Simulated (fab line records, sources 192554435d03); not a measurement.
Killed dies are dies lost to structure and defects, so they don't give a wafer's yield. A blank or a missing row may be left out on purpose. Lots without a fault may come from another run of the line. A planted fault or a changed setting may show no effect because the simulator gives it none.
Which tool did it? | flow n5_finfet | 24 lots, 72 wafers sampled, at 1 step of a route of 1938

WHAT THE GAUGES READ, wafer by wafer
N5_BEOL_M5_CD_MEAS_35: target cd 28 nm, target cd y 24 nm. Usual: cd_nm 28.1 nm, standard deviation 0.52.
lot  | measured     | on        | cd_nm (nm)     | flag
L074 | day 8 00:00  | cd_sem-02 | 28.3 28.0 28.0 |
L075 | day 8 04:37  | cd_sem-01 | 27.7 28.4 28.3 |
L076 | day 8 19:35  | cd_sem-03 | 27.0 27.9 28.0 |
L077 | day 8 20:16  | cd_sem-02 | 28.4 28.2 28.6 |
L078 | day 8 22:11  | cd_sem-02 | 28.7 29.0 28.2 |
L079 | day 9 01:20  | cd_sem-03 | 28.3 27.8 27.7 |
L080 | day 9 05:11  | cd_sem-02 | 27.7 28.0 27.3 |
L081 | day 9 23:09  | cd_sem-03 | 29.0 28.6 29.0 |
L082 | day 10 05:06 | cd_sem-02 | 28.0 27.5 28.5 |
L083 | day 10 12:11 | cd_sem-03 | 28.8 28.3 28.2 |
L084 | day 10 14:48 | cd_sem-03 | 28.2 28.2 28.8 |
L085 | day 10 14:58 | cd_sem-01 | 28.5 28.3 28.1 |
L086 | day 11 07:40 | cd_sem-01 | 26.8 27.2 27.5 |
L088 | day 11 08:10 | cd_sem-02 | 27.3 27.7 27.1 |
L087 | day 11 13:52 | cd_sem-03 | 27.7 27.8 27.6 |
L089 | day 12 00:26 | cd_sem-03 | 28.0 27.4 28.0 |
L090 | day 12 10:20 | cd_sem-01 | 28.1 28.3 28.1 |
L091 | day 12 12:11 | cd_sem-01 | 27.4 28.1 28.1 |
L092 | day 12 16:13 | cd_sem-03 | 27.2 28.0 27.7 |
L093 | day 12 22:48 | cd_sem-01 | 28.1 28.6 28.6 |
L094 | day 13 02:35 | cd_sem-03 | 28.3 28.7 27.8 |
L095 | day 13 10:21 | cd_sem-01 | 28.8 28.5 29.1 |
L096 | day 13 16:57 | cd_sem-03 | 28.9 28.4 28.2 |
L097 | day 13 19:23 | cd_sem-01 | 27.8 28.6 28.3 |

WHICH TOOL RAN EACH LOT (tool, then ch and the chambers of the sampled wafers, then the start)
The record holds no process step before these readings.

WHAT THE TOOLS THEMSELVES READ (means of the sampled wafers that have a number; where no wafer has one, the mark that the record gives instead)
The record holds no such reading with a usual standard deviation.

THE ANSWER, worked out from the rows above alone
Rule: a lot is off if the mean of its wafers that have a number lies more than 3 standard deviations from the usual mean. A lot without any number at a reading at which 4 lots or more have one is off too. The other lots that the step has rows for count as sound. The gauges are gone through in route order, then the tools' own readings, and for those a lot's mean is taken as printed above. The first step at which some lot is off is used, and at that step the reading that is off furthest; a lot without a number counts as furthest.
No lot is off at any reading shown: from this, nothing can be told.

WHAT THE SIMULATOR HAD PUT IN
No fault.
